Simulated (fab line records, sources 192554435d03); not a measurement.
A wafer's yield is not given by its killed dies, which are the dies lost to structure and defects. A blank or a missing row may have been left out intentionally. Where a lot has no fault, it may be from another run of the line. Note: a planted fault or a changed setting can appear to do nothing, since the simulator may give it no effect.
Chamber matching | flow n5-finfet | rie-diel-02 running N5_SD_EPI_P_ETCH_36: 4 sister chambers
The step etches SiARC in CF4, target depth 45.5 nm, time 75.8 s. 20 wafers are shown with their chamber, then 10 later ones without.

== WAFERS, EACH WITH ITS CHAMBER ==
wafer  | chamber | drypump-motor-current-A (A) | oes-product-au (a.u.) | showerhead-plenum-p-Torr (Torr)
L075.2 | 0       | 6.2                         | 0.62                  | 2.22
L075.4 | 2       | 5.3                         | 0.73                  | 2.08
L075.6 | 1       | 6.5                         | 0.57                  | 2.01
L076.1 | 2       | 5.3                         | 0.73                  | 2.08
L076.2 | 0       | 6.1                         | 0.63                  | 2.21
L076.3 | 3       | 5.3                         | 0.88                  | 2.19
L076.4 | 0       | 6.2                         | 0.62                  | 2.21
L076.5 | 2       | 5.3                         | 0.73                  | 2.08
L076.6 | 3       | 5.2                         | 0.87                  | 2.19
L079.1 | 2       | 5.3                         | 0.72                  | 2.08
L079.4 | 2       | 5.3                         | 0.72                  | 2.08
L079.6 | 0       | 6.1                         | 0.62                  | 2.21
L083.2 | 2       | 5.3                         | 0.71                  | 2.07
L083.4 | 0       | 6.1                         | 0.61                  | 2.21
L083.6 | 3       | 5.2                         | 0.81                  | 2.18
L088.1 | 3       | 5.2                         | 0.80                  | 2.18
L088.3 | 1       | 6.5                         | 0.79                  | 2.26
L088.6 | 0       | 6.1                         | 0.61                  | 2.21
L089.2 | 1       | 6.5                         | 0.78                  | 2.26
L089.3 | 0       | 6.1                         | 0.61                  | 2.21

SIGNATURES (means of the wafers above)
reading                  | chamber 0 | chamber 1 | chamber 2 | chamber 3 | scatter within a chamber
drypump-motor-current-A  | 6.129     | 6.500     | 5.300     | 5.225     | 0.0369
oes-product-au           | 0.6171    | 0.7133    | 0.7233    | 0.8400    | 0.0478
showerhead-plenum-p-Torr | 2.2114    | 2.1767    | 2.0783    | 2.1850    | 0.0512
Rule: a wafer lies at a distance from a chamber equal to the root of the sum of squares, over the readings, of (its reading less the chamber's mean, divided by the reading's scatter). The wafer belongs to the nearest chamber; if the next one is less than 2 further off, it can't be placed. The scatter: the root of (the sum of the squares of (reading less its chamber's mean) over the shown wafers, divided by (wafers less chambers)).

== WAFERS WITHOUT THEIR CHAMBER ==
wafer  | drypump-motor-current-A (A) | oes-product-au (a.u.) | showerhead-plenum-p-Torr (Torr)
L089.6 | 5.2                         | 0.79                  | 2.18
L094.1 | 5.3                         | 0.78                  | 2.18
L094.2 | 6.6                         | 0.77                  | 2.26
L094.5 | 6.1                         | 0.61                  | 2.20
L096.1 | 5.3                         | 0.77                  | 2.18
L096.2 | 5.3                         | 0.69                  | 2.07
L096.3 | 6.5                         | 0.76                  | 2.26
L096.4 | 6.1                         | 0.60                  | 2.20
L096.5 | 5.3                         | 0.69                  | 2.07
L096.6 | 6.6                         | 0.76                  | 2.26

== CHAMBER TAKEN BY EACH ==
wafer  | from the rows above     | in truth
L089.6 | 3                       | 3
L094.1 | can't be placed: 2 or 3 | 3
L094.2 | 1                       | 1
L094.5 | 0                       | 0
L096.1 | can't be placed: 2 or 3 | 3
L096.2 | 2                       | 2
L096.3 | 1                       | 1
L096.4 | 0                       | 0
L096.5 | 2                       | 2
L096.6 | 1                       | 1
Placed correctly: 8 of 10. Not placeable from these rows: 2 (in 2, the candidates include the true chamber). 0 placed wrongly.
